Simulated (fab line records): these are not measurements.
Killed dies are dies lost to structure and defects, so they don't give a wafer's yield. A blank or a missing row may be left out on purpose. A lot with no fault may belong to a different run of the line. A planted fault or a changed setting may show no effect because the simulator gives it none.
Chamber matching / flow nandHarc / NHARC_A_BLC_CMP_25 on cmp-03 has 4 sister chambers
The step polishes, t overpolish 30 s, target thk 150 nm. 8 wafers are shown with their chamber, then 7 later ones without.

== WAFERS PAIRED WITH THEIR CHAMBERS ==
wafer=L074.1; chamber=1; timeToEndpointS (s)=28.6; motorCurrentA (A)=12.1
wafer=L076.4; chamber=2; timeToEndpointS (s)=26.6; motorCurrentA (A)=13.3
wafer=L076.6; chamber=2; timeToEndpointS (s)=27.4; motorCurrentA (A)=13.4
wafer=L080.1; chamber=3; timeToEndpointS (s)=31.8; motorCurrentA (A)=12.6
wafer=L080.2; chamber=0; timeToEndpointS (s)=32.7; motorCurrentA (A)=12.9
wafer=L080.6; chamber=0; timeToEndpointS (s)=32.7; motorCurrentA (A)=13.5
wafer=L092.1; chamber=1; timeToEndpointS (s)=30.6; motorCurrentA (A)=11.2
wafer=L092.2; chamber=3; timeToEndpointS (s)=31.3; motorCurrentA (A)=12.4

== WAFERS MISSING THEIR CHAMBER ==
wafer=L092.4; timeToEndpointS (s)=34.9; motorCurrentA (A)=12.5
wafer=L095.1; timeToEndpointS (s)=32.0; motorCurrentA (A)=13.6
wafer=L095.3; timeToEndpointS (s)=27.4; motorCurrentA (A)=12.3
wafer=L095.4; timeToEndpointS (s)=29.9; motorCurrentA (A)=12.3
wafer=L097.1; timeToEndpointS (s)=29.2; motorCurrentA (A)=12.6
wafer=L097.4; timeToEndpointS (s)=29.7; motorCurrentA (A)=12.1
wafer=L097.6; timeToEndpointS (s)=33.1; motorCurrentA (A)=13.2

== THE CHAMBER EACH PASSED THROUGH ==
wafer=L092.4; from the rows above=can't be placed: 0 or 3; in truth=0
wafer=L095.1; from the rows above=can't be placed: 0 or 3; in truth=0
wafer=L095.3; from the rows above=can't be placed: 2 or 1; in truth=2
wafer=L095.4; from the rows above=can't be placed: 1 or 3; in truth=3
wafer=L097.1; from the rows above=can't be placed: 1 or 3 or 2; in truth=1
wafer=L097.4; from the rows above=can't be placed: 1 or 3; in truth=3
wafer=L097.6; from the rows above=0; in truth=0
Correct placement for 1 of the 7. Cannot be placed on the basis of these rows: 6; the candidates contain the true chamber in 6. Wrongly placed: 0.
How it was worked out, from the rows above alone: a wafer's distance from a chamber is the root of the sum, over the readings, of the square of ((its reading less the chamber's mean) divided by the reading's scatter). The wafer belongs to the nearest chamber; if the next one is less than 2 further off, it can't be placed. For every chamber, the mean is computed from those of its wafers that are shown. The scatter: the root of (the sum of the squares of (reading less its chamber's mean) over the shown wafers, divided by (wafers less chambers)).
